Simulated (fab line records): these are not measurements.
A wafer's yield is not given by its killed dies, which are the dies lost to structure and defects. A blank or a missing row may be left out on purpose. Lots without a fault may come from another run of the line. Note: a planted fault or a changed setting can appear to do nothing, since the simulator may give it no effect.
fab line records :: flow nand-harc
record
  lots=6
  wafers=18
  last-day=33
route steps=1302 shown A_ONON_D2@554 END@1302
lots that met no fault: from a run of the same line without faults
start-h: start of the lot's first displayed wafer, in hours after the record's first day :: wait-h: time in hours since the lot's previous step :: " unchanged from the row above :: L1.1+2: one row covering several wafers at once :: - value missing, or start not given :: * or withheld: withheld :: < > ~ a bound
route shown NAME@n: a module of which the file shows steps, and the number in the route of the first :: usual: average and standard deviation across the fault-free wafers :: same: alike in all rows :: chamber/n: place in a boat :: sites: readings site by site :: _std_site: standard deviation of those values :: _edge_site: mean of outer sites minus mean of inner sites :: radius-mm: for every site, how far away it sits from the centre of the wafer :: mask NAME#n: copy n :: behind: tool/chamber where the wafer was last shaped :: hold: reason for holding the lot/hours on hold/outcome of the hold :: device: transistor that didn't switch, given as n, p or np :: end of line: at the end of the route, the tests of the same wafers :: for a step that has no rows: nothing shown but its recipe :: killed: at the first sort, the dies lost to defects and structure; wafer yield is something else :: map: a wafer's dies, marking killed ones x, the rest . and places with no die _
set.NAME: the setting as run; set.NAME@STEP: as run at that earlier step :: model.NAME: the simulator's own value behind a step, which no gauge read
lots at some steps of the route; a table a step, a row a wafer
services: the hour from which a tool's chamber was out of use, counted from the record's first day as start-h (under 0 if before that day), plus the number of hours and why
## steps
# step NHARC_A_ONON_D2_THK_MEAS_14
# recipe
  thk-meas-gauge=ellipsometry
# usual
  thk-nm=996/9.4
lot.wafer: L832.1
tool: film-metro-01
chamber: -
start-h: 353.35
wait-h: -
thk-nm: 990

lot.wafer: L832.5
tool: film-metro-01
chamber: -
start-h: 353.35
wait-h: -
thk-nm: 988

lot.wafer: L832.6
tool: film-metro-01
chamber: -
start-h: 353.35
wait-h: -
thk-nm: 991

lot.wafer: L833.2
tool: film-metro-02
chamber: -
start-h: 363.74
wait-h: -
thk-nm: 1005

lot.wafer: L833.4
tool: film-metro-02
chamber: -
start-h: 363.74
wait-h: -
thk-nm: 1004

lot.wafer: L833.6
tool: film-metro-02
chamber: -
start-h: 363.74
wait-h: -
thk-nm: 1006

lot.wafer: L837.1
tool: film-metro-02
chamber: -
start-h: 395.03
wait-h: -
thk-nm: 992

lot.wafer: L837.2
tool: film-metro-02
chamber: -
start-h: 395.03
wait-h: -
thk-nm: 992

lot.wafer: L837.4
tool: film-metro-02
chamber: -
start-h: 395.03
wait-h: -
thk-nm: 992

lot.wafer: L839.1
tool: film-metro-01
chamber: -
start-h: 420.98
wait-h: -
thk-nm: 996

lot.wafer: L839.4
tool: film-metro-01
chamber: -
start-h: 420.98
wait-h: -
thk-nm: 996

lot.wafer: L839.5
tool: film-metro-01
chamber: -
start-h: 420.98
wait-h: -
thk-nm: 996

lot.wafer: L846.2
tool: film-metro-02
chamber: -
start-h: 490.37
wait-h: -
thk-nm: 1011

lot.wafer: L846.5
tool: film-metro-02
chamber: -
start-h: 490.37
wait-h: -
thk-nm: 1012

lot.wafer: L846.6
tool: film-metro-02
chamber: -
start-h: 490.37
wait-h: -
thk-nm: 1010

lot.wafer: L847.1
tool: film-metro-02
chamber: -
start-h: 505.28
wait-h: -
thk-nm: 997

lot.wafer: L847.3
tool: film-metro-02
chamber: -
start-h: 505.28
wait-h: -
thk-nm: 999

lot.wafer: L847.5
tool: film-metro-02
chamber: -
start-h: 505.28
wait-h: -
thk-nm: 999
# step NHARC_A_ONON_D2_ANNEAL_15
# recipe
  temp-c=750
  time-s=3600
# step NHARC_A_ONON_D2_DEP_16
# recipe
  target-thk-a=10000
  n2-flow-sccm=2750
  n2o-flow-sccm=2000
  nh3-flow-sccm=500
  sih4-flow-sccm=210
  temp-c=400
# step NHARC_A_ONON_D2_THK_MEAS_18
# recipe
  thk-meas-gauge=ellipsometry
# usual
  thk-nm=1002/11
lot.wafer: L832.1
tool: film-metro-01
chamber: -
start-h: 361.07
wait-h: -
thk-nm: 1021

lot.wafer: L832.5
tool: film-metro-01
chamber: -
start-h: 361.07
wait-h: -
thk-nm: 1021

lot.wafer: L832.6
tool: film-metro-01
chamber: -
start-h: 361.07
wait-h: -
thk-nm: 1019

lot.wafer: L833.2
tool: film-metro-02
chamber: -
start-h: 371.17
wait-h: -
thk-nm: 999

lot.wafer: L833.4
tool: film-metro-02
chamber: -
start-h: 371.17
wait-h: -
thk-nm: 998

lot.wafer: L833.6
tool: film-metro-02
chamber: -
start-h: 371.17
wait-h: -
thk-nm: 997

lot.wafer: L837.1
tool: film-metro-01
chamber: -
start-h: 402.41
wait-h: -
thk-nm: 995

lot.wafer: L837.2
tool: film-metro-01
chamber: -
start-h: 402.41
wait-h: -
thk-nm: 994

lot.wafer: L837.4
tool: film-metro-01
chamber: -
start-h: 402.41
wait-h: -
thk-nm: 994

lot.wafer: L839.1
tool: film-metro-01
chamber: -
start-h: 429.33
wait-h: -
thk-nm: 1006

lot.wafer: L839.4
tool: film-metro-01
chamber: -
start-h: 429.33
wait-h: -
thk-nm: 1005

lot.wafer: L839.5
tool: film-metro-01
chamber: -
start-h: 429.33
wait-h: -
thk-nm: 1006

lot.wafer: L846.2
tool: film-metro-01
chamber: -
start-h: 498.40
wait-h: -
thk-nm: 1018

lot.wafer: L846.5
tool: film-metro-01
chamber: -
start-h: 498.40
wait-h: -
thk-nm: 1018

lot.wafer: L846.6
tool: film-metro-01
chamber: -
start-h: 498.40
wait-h: -
thk-nm: 1017

lot.wafer: L847.1
tool: film-metro-01
chamber: -
start-h: 513.25
wait-h: -
thk-nm: 982

lot.wafer: L847.3
tool: film-metro-01
chamber: -
start-h: 513.25
wait-h: -
thk-nm: 982

lot.wafer: L847.5
tool: film-metro-01
chamber: -
start-h: 513.25
wait-h: -
thk-nm: 981
# step NHARC_A_ONON_D2_DEP_19
# recipe
  target-thk-a=10000
  n2-flow-sccm=2750
  n2o-flow-sccm=2000
  nh3-flow-sccm=500
  sih4-flow-sccm=210
  temp-c=400
# step NHARC_A_ONON_D2_THK_MEAS_21
# recipe
  thk-meas-gauge=ellipsometry
# usual
  thk-nm=998/8.9
lot.wafer: L832.1
tool: film-metro-01
chamber: -
start-h: 361.64
wait-h: -
thk-nm: 985

lot.wafer: L832.5
tool: film-metro-01
chamber: -
start-h: 361.64
wait-h: -
thk-nm: 985

lot.wafer: L832.6
tool: film-metro-01
chamber: -
start-h: 361.64
wait-h: -
thk-nm: 987

lot.wafer: L833.2
tool: film-metro-01
chamber: -
start-h: 371.73
wait-h: -
thk-nm: 1008

lot.wafer: L833.4
tool: film-metro-01
chamber: -
start-h: 371.73
wait-h: -
thk-nm: 1008

lot.wafer: L833.6
tool: film-metro-01
chamber: -
start-h: 371.73
wait-h: -
thk-nm: 1008

lot.wafer: L837.1
tool: film-metro-01
chamber: -
start-h: 402.97
wait-h: -
thk-nm: 1011

lot.wafer: L837.2
tool: film-metro-01
chamber: -
start-h: 402.97
wait-h: -
thk-nm: 1012

lot.wafer: L837.4
tool: film-metro-01
chamber: -
start-h: 402.97
wait-h: -
thk-nm: 1013

lot.wafer: L839.1
tool: film-metro-01
chamber: -
start-h: 429.91
wait-h: -
thk-nm: 999

lot.wafer: L839.4
tool: film-metro-01
chamber: -
start-h: 429.91
wait-h: -
thk-nm: 999

lot.wafer: L839.5
tool: film-metro-01
chamber: -
start-h: 429.91
wait-h: -
thk-nm: 1000

lot.wafer: L846.2
tool: film-metro-02
chamber: -
start-h: 498.97
wait-h: -
thk-nm: 991

lot.wafer: L846.5
tool: film-metro-02
chamber: -
start-h: 498.97
wait-h: -
thk-nm: 991

lot.wafer: L846.6
tool: film-metro-02
chamber: -
start-h: 498.97
wait-h: -
thk-nm: 991

lot.wafer: L847.1
tool: film-metro-02
chamber: -
start-h: 513.82
wait-h: -
thk-nm: 1012

lot.wafer: L847.3
tool: film-metro-02
chamber: -
start-h: 513.82
wait-h: -
thk-nm: 1010

lot.wafer: L847.5
tool: film-metro-02
chamber: -
start-h: 513.82
wait-h: -
thk-nm: 1012
# step NHARC_A_ONON_D2_DEP_22
# recipe
  target-thk-a=10000
  n2-flow-sccm=2750
  n2o-flow-sccm=2000
  nh3-flow-sccm=500
  sih4-flow-sccm=210
  temp-c=400
# step NHARC_A_ONON_D2_THK_MEAS_24
# recipe
  thk-meas-gauge=ellipsometry
# usual
  thk-nm=1004/10
lot.wafer: L832.1
tool: film-metro-02
chamber: -
start-h: 362.21
wait-h: -
thk-nm: 1011

lot.wafer: L832.5
tool: film-metro-02
chamber: -
start-h: 362.21
wait-h: -
thk-nm: 1010

lot.wafer: L832.6
tool: film-metro-02
chamber: -
start-h: 362.21
wait-h: -
thk-nm: 1010

lot.wafer: L833.2
tool: film-metro-02
chamber: -
start-h: 372.30
wait-h: -
thk-nm: 1011

lot.wafer: L833.4
tool: film-metro-02
chamber: -
start-h: 372.30
wait-h: -
thk-nm: 1012

lot.wafer: L833.6
tool: film-metro-02
chamber: -
start-h: 372.30
wait-h: -
thk-nm: 1012

lot.wafer: L837.1
tool: film-metro-02
chamber: -
start-h: 403.54
wait-h: -
thk-nm: 1004

lot.wafer: L837.2
tool: film-metro-02
chamber: -
start-h: 403.54
wait-h: -
thk-nm: 1005

lot.wafer: L837.4
tool: film-metro-02
chamber: -
start-h: 403.54
wait-h: -
thk-nm: 1005

lot.wafer: L839.1
tool: film-metro-02
chamber: -
start-h: 430.47
wait-h: -
thk-nm: 994

lot.wafer: L839.4
tool: film-metro-02
chamber: -
start-h: 430.47
wait-h: -
thk-nm: 992

lot.wafer: L839.5
tool: film-metro-02
chamber: -
start-h: 430.47
wait-h: -
thk-nm: 994

lot.wafer: L846.2
tool: film-metro-02
chamber: -
start-h: 499.54
wait-h: -
thk-nm: 1015

lot.wafer: L846.5
tool: film-metro-02
chamber: -
start-h: 499.54
wait-h: -
thk-nm: 1016

lot.wafer: L846.6
tool: film-metro-02
chamber: -
start-h: 499.54
wait-h: -
thk-nm: 1015

lot.wafer: L847.1
tool: film-metro-02
chamber: -
start-h: 514.38
wait-h: -
thk-nm: 998

lot.wafer: L847.3
tool: film-metro-02
chamber: -
start-h: 514.38
wait-h: -
thk-nm: 998

lot.wafer: L847.5
tool: film-metro-02
chamber: -
start-h: 514.38
wait-h: -
thk-nm: 998
# step NHARC_A_ONON_D2_DEP_25
# recipe
  target-thk-a=10000
  n2-flow-sccm=2750
  n2o-flow-sccm=2000
  nh3-flow-sccm=500
  sih4-flow-sccm=210
  temp-c=400
# step NHARC_A_ONON_D2_THK_MEAS_27
# recipe
  thk-meas-gauge=ellipsometry
# usual
  thk-nm=1002/14
lot.wafer: L832.1
tool: film-metro-02
chamber: -
start-h: 362.78
wait-h: -
thk-nm: 1004

lot.wafer: L832.5
tool: film-metro-02
chamber: -
start-h: 362.78
wait-h: -
thk-nm: 1006

lot.wafer: L832.6
tool: film-metro-02
chamber: -
start-h: 362.78
wait-h: -
thk-nm: 1005

lot.wafer: L833.2
tool: film-metro-02
chamber: -
start-h: 372.87
wait-h: -
thk-nm: 1016

lot.wafer: L833.4
tool: film-metro-02
chamber: -
start-h: 372.87
wait-h: -
thk-nm: 1019

lot.wafer: L833.6
tool: film-metro-02
chamber: -
start-h: 372.87
wait-h: -
thk-nm: 1018

lot.wafer: L837.1
tool: film-metro-01
chamber: -
start-h: 404.10
wait-h: -
thk-nm: 995

lot.wafer: L837.2
tool: film-metro-01
chamber: -
start-h: 404.10
wait-h: -
thk-nm: 994

lot.wafer: L837.4
tool: film-metro-01
chamber: -
start-h: 404.10
wait-h: -
thk-nm: 994

lot.wafer: L839.1
tool: film-metro-01
chamber: -
start-h: 431.03
wait-h: -
thk-nm: 1010

lot.wafer: L839.4
tool: film-metro-01
chamber: -
start-h: 431.03
wait-h: -
thk-nm: 1009

lot.wafer: L839.5
tool: film-metro-01
chamber: -
start-h: 431.03
wait-h: -
thk-nm: 1010

lot.wafer: L846.2
tool: film-metro-01
chamber: -
start-h: 500.10
wait-h: -
thk-nm: 985

lot.wafer: L846.5
tool: film-metro-01
chamber: -
start-h: 500.10
wait-h: -
thk-nm: 984

lot.wafer: L846.6
tool: film-metro-01
chamber: -
start-h: 500.10
wait-h: -
thk-nm: 984

lot.wafer: L847.1
tool: film-metro-01
chamber: -
start-h: 514.95
wait-h: -
thk-nm: 998

lot.wafer: L847.3
tool: film-metro-01
chamber: -
start-h: 514.95
wait-h: -
thk-nm: 1000

lot.wafer: L847.5
tool: film-metro-01
chamber: -
start-h: 514.95
wait-h: -
thk-nm: 997
# step NHARC_A_ONON_D2_DEP_28
# recipe
  target-thk-a=10000
  n2-flow-sccm=2750
  n2o-flow-sccm=2000
  nh3-flow-sccm=500
  sih4-flow-sccm=210
  temp-c=400
# step NHARC_A_ONON_D2_THK_MEAS_30
# recipe
  thk-meas-gauge=ellipsometry
# usual
  thk-nm=1002/9.5
lot.wafer: L832.1
tool: film-metro-02
chamber: -
start-h: 363.35
wait-h: -
thk-nm: 993

lot.wafer: L832.5
tool: film-metro-02
chamber: -
start-h: 363.35
wait-h: -
thk-nm: 992

lot.wafer: L832.6
tool: film-metro-02
chamber: -
start-h: 363.35
wait-h: -
thk-nm: 993

lot.wafer: L833.2
tool: film-metro-01
chamber: -
start-h: 373.44
wait-h: -
thk-nm: 1007

lot.wafer: L833.4
tool: film-metro-01
chamber: -
start-h: 373.44
wait-h: -
thk-nm: 1003

lot.wafer: L833.6
tool: film-metro-01
chamber: -
start-h: 373.44
wait-h: -
thk-nm: 1004

lot.wafer: L837.1
tool: film-metro-01
chamber: -
start-h: 404.67
wait-h: -
thk-nm: 986

lot.wafer: L837.2
tool: film-metro-01
chamber: -
start-h: 404.67
wait-h: -
thk-nm: 986

lot.wafer: L837.4
tool: film-metro-01
chamber: -
start-h: 404.67
wait-h: -
thk-nm: 985

lot.wafer: L839.1
tool: film-metro-01
chamber: -
start-h: 431.60
wait-h: -
thk-nm: 1003

lot.wafer: L839.4
tool: film-metro-01
chamber: -
start-h: 431.60
wait-h: -
thk-nm: 1002

lot.wafer: L839.5
tool: film-metro-01
chamber: -
start-h: 431.60
wait-h: -
thk-nm: 1002

lot.wafer: L846.2
tool: film-metro-02
chamber: -
start-h: 500.67
wait-h: -
thk-nm: 980

lot.wafer: L846.5
tool: film-metro-02
chamber: -
start-h: 500.67
wait-h: -
thk-nm: 981

lot.wafer: L846.6
tool: film-metro-02
chamber: -
start-h: 500.67
wait-h: -
thk-nm: 984

lot.wafer: L847.1
tool: film-metro-01
chamber: -
start-h: 515.52
wait-h: -
thk-nm: 993

lot.wafer: L847.3
tool: film-metro-01
chamber: -
start-h: 515.52
wait-h: -
thk-nm: 992

lot.wafer: L847.5
tool: film-metro-01
chamber: -
start-h: 515.52
wait-h: -
thk-nm: 990
# step NHARC_A_ONON_D2_DEP_33
# recipe
  target-thk-a=2000
  temp-c=400
  pressure-torr=6.5
  rf-w=900
  teos-flow-sccm=161.4
  flow-sccm=2650
  target-thk-nm=200
  gas=O2
  material=SiO2
# usual
  heater-power-outer-w=328/53
  heater-power-w=578/86
  mfc-precursor-sccm=161.4/0.44
  throttle-valve-pct=16.1/0.44
lot.wafer: L832.1
tool: pecvd-02
chamber: 1
start-h: 363.45
wait-h: 0.1
heater-power-outer-w: 376
heater-power-w: 618
mfc-precursor-sccm: 161.0
throttle-valve-pct: 16.4

lot.wafer: L832.5
tool: pecvd-02
chamber: 1
start-h: 363.45
wait-h: 0.1
heater-power-outer-w: 383
heater-power-w: 640
mfc-precursor-sccm: 161.4
throttle-valve-pct: 16.4

lot.wafer: L832.6
tool: pecvd-02
chamber: 2
start-h: 363.45
wait-h: 0.1
heater-power-outer-w: 337
heater-power-w: 664
mfc-precursor-sccm: 160.9
throttle-valve-pct: 16.1

lot.wafer: L833.2
tool: pecvd-01
chamber: 2
start-h: 373.49
wait-h: 0.1
heater-power-outer-w: 335
heater-power-w: 599
mfc-precursor-sccm: 161.6
throttle-valve-pct: 15.1

lot.wafer: L833.4
tool: pecvd-01
chamber: 0
start-h: 373.49
wait-h: 0.1
heater-power-outer-w: 408
heater-power-w: 712
mfc-precursor-sccm: 161.1
throttle-valve-pct: 16.6

lot.wafer: L833.6
tool: pecvd-01
chamber: 1
start-h: 373.49
wait-h: 0.1
heater-power-outer-w: 341
heater-power-w: 577
mfc-precursor-sccm: 160.4
throttle-valve-pct: 16.1

lot.wafer: L837.2
tool: pecvd-04
chamber: 0
start-h: 404.72
wait-h: 0.1
heater-power-outer-w: 332
heater-power-w: 543
mfc-precursor-sccm: 161.3
throttle-valve-pct: 16.8

lot.wafer: L837.1
tool: pecvd-04
chamber: 1
start-h: 404.72
wait-h: 0.1
heater-power-outer-w: 253
heater-power-w: 446
mfc-precursor-sccm: 161.6
throttle-valve-pct: 15.5

lot.wafer: L837.4
tool: pecvd-04
chamber: 1
start-h: 404.72
wait-h: 0.1
heater-power-outer-w: 261
heater-power-w: 454
mfc-precursor-sccm: 161.7
throttle-valve-pct: 15.7

lot.wafer: L839.1
tool: pecvd-01
chamber: 0
start-h: 431.66
wait-h: 0.1
heater-power-outer-w: 393
heater-power-w: 676
mfc-precursor-sccm: 162.0
throttle-valve-pct: 16.4

lot.wafer: L839.4
tool: pecvd-01
chamber: 1
start-h: 431.66
wait-h: 0.1
heater-power-outer-w: 282
heater-power-w: 522
mfc-precursor-sccm: 160.9
throttle-valve-pct: 16.2

lot.wafer: L839.5
tool: pecvd-01
chamber: 2
start-h: 431.66
wait-h: 0.1
heater-power-outer-w: 329
heater-power-w: 584
mfc-precursor-sccm: 161.3
throttle-valve-pct: 15.3

lot.wafer: L846.2
tool: pecvd-04
chamber: 2
start-h: 500.77
wait-h: 0.1
heater-power-outer-w: 322
heater-power-w: 586
mfc-precursor-sccm: 175.3
throttle-valve-pct: 16.9

lot.wafer: L846.6
tool: pecvd-04
chamber: 1
start-h: 500.77
wait-h: 0.1
heater-power-outer-w: 209
heater-power-w: 399
mfc-precursor-sccm: 176.3
throttle-valve-pct: 16.0

lot.wafer: L846.5
tool: pecvd-04
chamber: 0
start-h: 500.77
wait-h: 0.1
heater-power-outer-w: 287
heater-power-w: 473
mfc-precursor-sccm: 175.5
throttle-valve-pct: 16.8

lot.wafer: L847.3
tool: pecvd-04
chamber: 1
start-h: 515.66
wait-h: 0.1
heater-power-outer-w: 264
heater-power-w: 474
mfc-precursor-sccm: 175.8
throttle-valve-pct: 16.2

lot.wafer: L847.1
tool: pecvd-04
chamber: 2
start-h: 515.66
wait-h: 0.1
heater-power-outer-w: 333
heater-power-w: 603
mfc-precursor-sccm: 174.9
throttle-valve-pct: 16.8

lot.wafer: L847.5
tool: pecvd-04
chamber: 1
start-h: 515.66
wait-h: 0.1
heater-power-outer-w: 169
heater-power-w: 347
mfc-precursor-sccm: 175.8
throttle-valve-pct: 15.9
# step NHARC_A_ONON_D2_THK_MEAS_34
# recipe
  thk-meas-gauge=ellipsometry
# usual
  thk-nm=200.0/2.7
lot.wafer: L832.1
tool: film-metro-01
chamber: -
start-h: 363.82
wait-h: -
thk-nm: 195.4

lot.wafer: L832.5
tool: film-metro-01
chamber: -
start-h: 363.82
wait-h: -
thk-nm: 198.9

lot.wafer: L832.6
tool: film-metro-01
chamber: -
start-h: 363.82
wait-h: -
thk-nm: 201.1

lot.wafer: L833.2
tool: film-metro-02
chamber: -
start-h: 373.91
wait-h: -
thk-nm: 200.2

lot.wafer: L833.4
tool: film-metro-02
chamber: -
start-h: 373.91
wait-h: -
thk-nm: 205.0

lot.wafer: L833.6
tool: film-metro-02
chamber: -
start-h: 373.91
wait-h: -
thk-nm: 207.0

lot.wafer: L837.1
tool: film-metro-02
chamber: -
start-h: 405.28
wait-h: 0.4
thk-nm: 198.9

lot.wafer: L837.2
tool: film-metro-02
chamber: -
start-h: 405.28
wait-h: 0.4
thk-nm: 201.1

lot.wafer: L837.4
tool: film-metro-02
chamber: -
start-h: 405.28
wait-h: 0.4
thk-nm: 200.9

lot.wafer: L839.1
tool: film-metro-01
chamber: -
start-h: 432.08
wait-h: -
thk-nm: 202.3

lot.wafer: L839.4
tool: film-metro-01
chamber: -
start-h: 432.08
wait-h: -
thk-nm: 203.8

lot.wafer: L839.5
tool: film-metro-01
chamber: -
start-h: 432.08
wait-h: -
thk-nm: 204.6

lot.wafer: L846.2
tool: film-metro-02
chamber: -
start-h: 501.14
wait-h: -
thk-nm: 216.3

lot.wafer: L846.5
tool: film-metro-02
chamber: -
start-h: 501.14
wait-h: -
thk-nm: 219.0

lot.wafer: L846.6
tool: film-metro-02
chamber: -
start-h: 501.14
wait-h: -
thk-nm: 218.6

lot.wafer: L847.1
tool: film-metro-01
chamber: -
start-h: 516.03
wait-h: -
thk-nm: 214.3

lot.wafer: L847.3
tool: film-metro-01
chamber: -
start-h: 516.03
wait-h: -
thk-nm: 215.2

lot.wafer: L847.5
tool: film-metro-01
chamber: -
start-h: 516.03
wait-h: -
thk-nm: 217.5
# step NHARC_END_SORT_01
# recipe
  temp-c=25
# usual
  killed-at-array=55/17
  killed-at-other=1.1/1.4
  killed-at-periphery=3.9/3
  killed-dies=59/17
  killed-open=3.5/2
  killed-short=2.6/1.6
# same
  gross-dies=677
lot.wafer: L833.2
tool: prober-01
chamber: 0
start-h: 648.51
wait-h: 2.8
killed-at-array: 28
killed-at-other: 3
killed-at-periphery: 1
killed-dies: 32
killed-open: 2
killed-short: 4

lot.wafer: L833.4
tool: prober-01
chamber: 0
start-h: 650.12
wait-h: 3.4
killed-at-array: 41
killed-at-other: 3
killed-at-periphery: 2
killed-dies: 46
killed-open: 1
killed-short: 4

lot.wafer: L833.6
tool: prober-01
chamber: 0
start-h: 651.73
wait-h: 4.0
killed-at-array: 36
killed-at-other: 0
killed-at-periphery: 3
killed-dies: 39
killed-open: 3
killed-short: 2

lot.wafer: L839.1
tool: prober-01
chamber: 0
start-h: 712.55
wait-h: 2.5
killed-at-array: 58
killed-at-other: 0
killed-at-periphery: 4
killed-dies: 62
killed-open: 5
killed-short: 5

lot.wafer: L839.4
tool: prober-01
chamber: 0
start-h: 714.96
wait-h: 3.4
killed-at-array: 71
killed-at-other: 0
killed-at-periphery: 1
killed-dies: 72
killed-open: 2
killed-short: 2

lot.wafer: L839.5
tool: prober-01
chamber: 0
start-h: 715.76
wait-h: 3.7
killed-at-array: 65
killed-at-other: 0
killed-at-periphery: 3
killed-dies: 68
killed-open: 6
killed-short: 2
# killed by level:class
L833.2 A_CHANNEL_HOLE_D2:chamber-film-flake=14 A_M1:chamber-film-flake=3 A_CHANNEL_HOLE_D1:chamber-film-flake=2 THIN_TSV:chamber-film-flake=2 P_M0:geometric-particle:short=1 A_ONON_D1:geometric-particle:open=1 A_DECK1_JOINT:geometric-particle:open=1 A_CONTACT:geometric-particle:short=1
L833.4 A_CHANNEL_HOLE_D2:chamber-film-flake=14 A_M1:chamber-film-flake=7 A_DECK1_JOINT:chamber-film-flake=6 A_CHANNEL_HOLE_D1:chamber-film-flake=4 THIN_TSV:chamber-film-flake=3 P_GATE:chamber-film-flake=2 A_ZERO_WELL:chamber-film-flake=2 A_CONTACT:chamber-film-flake=2
L833.6 A_CHANNEL_HOLE_D2:chamber-film-flake=17 A_CHANNEL_HOLE_D1:chamber-film-flake=6 A_DECK1_JOINT:chamber-film-flake=3 A_M1:chamber-film-flake=3 P_M0:geometric-particle:open=1 P_M1:geometric-particle:short=1 A_CHANNEL_HOLE_D2:geometric-particle:short=1 A_SGD_CUT:geometric-particle:open=1
L839.1 A_SLIT:chamber-film-flake=27 A_CHANNEL_HOLE_D1:chamber-film-flake=15 A_CHANNEL_HOLE_D2:chamber-film-flake=5 A_ONON_D2:geometric-particle:short=2 A_CONTACT:chamber-film-flake=2 P_GATE:geometric-particle:open=1 P_CONTACT:geometric-particle:open=1 P_M0:geometric-particle:open=1
L839.4 A_SLIT:chamber-film-flake=35 A_CHANNEL_HOLE_D1:chamber-film-flake=24 A_CHANNEL_HOLE_D2:chamber-film-flake=3 A_CHANNEL_FILL_D2:chamber-film-flake=3 P_CONTACT:geometric-particle:open=1 A_CHANNEL_HOLE_D1:geometric-particle:open=1 A_CHANNEL_HOLE_D1:geometric-particle:short=1 A_DECK1_JOINT:geometric-particle:short=1
L839.5 A_SLIT:chamber-film-flake=34 A_CHANNEL_HOLE_D1:chamber-film-flake=14 A_CONTACT:chamber-film-flake=4 P_CONTACT:geometric-particle:open=2 A_WL_FILL:geometric-particle:short=2 A_CHANNEL_FILL_D1:chamber-film-flake=2 A_DECK1_JOINT:chamber-film-flake=2 A_CHANNEL_HOLE_D2:chamber-film-flake=2
## services
tool: pecvd-04
chamber: 2
start-h: 399.33
hours: 13.2
kind: repair

tool: pecvd-02
chamber: -
start-h: 408.18
hours: 13.0
kind: pm

tool: pecvd-02
chamber: 0
start-h: 408.18
hours: 13.0
kind: vent-cycle

tool: pecvd-02
chamber: 1
start-h: 408.18
hours: 13.0
kind: vent-cycle

tool: pecvd-02
chamber: 2
start-h: 408.18
hours: 13.0
kind: vent-cycle

tool: pecvd-02
chamber: 0
start-h: 421.18
hours: -
kind: clean

tool: pecvd-02
chamber: 1
start-h: 421.18
hours: -
kind: clean

tool: pecvd-02
chamber: 2
start-h: 421.18
hours: -
kind: clean

tool: pecvd-01
chamber: -
start-h: 442.21
hours: 0.7
kind: repair

tool: pecvd-04
chamber: -
start-h: 450.17
hours: 13.0
kind: pm

tool: pecvd-04
chamber: 0
start-h: 450.17
hours: 13.0
kind: vent-cycle

tool: pecvd-04
chamber: 1
start-h: 450.17
hours: 13.0
kind: vent-cycle

tool: pecvd-04
chamber: 2
start-h: 450.17
hours: 13.0
kind: vent-cycle

tool: pecvd-04
chamber: 0
start-h: 463.17
hours: -
kind: clean

tool: pecvd-04
chamber: 1
start-h: 463.17
hours: -
kind: clean

tool: pecvd-04
chamber: 2
start-h: 463.17
hours: -
kind: clean

tool: pecvd-01
chamber: -
start-h: 492.00
hours: 13.0
kind: pm

tool: pecvd-01
chamber: 0
start-h: 492.00
hours: 13.0
kind: vent-cycle

tool: pecvd-01
chamber: 1
start-h: 492.00
hours: 13.0
kind: vent-cycle

tool: pecvd-01
chamber: 2
start-h: 492.00
hours: 13.0
kind: vent-cycle

tool: pecvd-01
chamber: 0
start-h: 505.00
hours: -
kind: clean

tool: pecvd-01
chamber: 1
start-h: 505.00
hours: -
kind: clean

tool: pecvd-01
chamber: 2
start-h: 505.00
hours: -
kind: clean

tool: pecvd-02
chamber: -
start-h: 510.23
hours: 2.5
kind: repair
## key
first-sign
  step=NHARC_A_ONON_D2_DEP_33
  reading=mfc-precursor-sccm
  direction=up
  sigmas=32
  usual=161.4
  struck=175.6
effect
  step=NHARC_A_ONON_D2_THK_MEAS_34
  reading=thk-nm
  direction=up
  sigmas=6.1
  usual=200.0
  struck=216.8
met-at NHARC_A_ONON_D2_DEP_33
struck-wafers L846.2,L846.5,L846.6,L847.1,L847.3,L847.5
tester-left-out L846,L847
onset-between 404.72 500.77
fault
  kind=process-parameter-drift
  tool=pecvd-04
  chamber=-
  onset-h=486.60
  steps=NHARC_A_ONON_D2_DEP_33
  channel=teos-flow-sccm
  offset=*
  shape=step
  end-h=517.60
  acts-in=*
  stated=*
# tester-left-out: of these lots the tester's yield and bins aren't shown, on N5 and GAA mostly nor the transistor test; their killed dies are dies lost to structure and defects alone, not to doping, threshold or leakage, so they don't give the yield
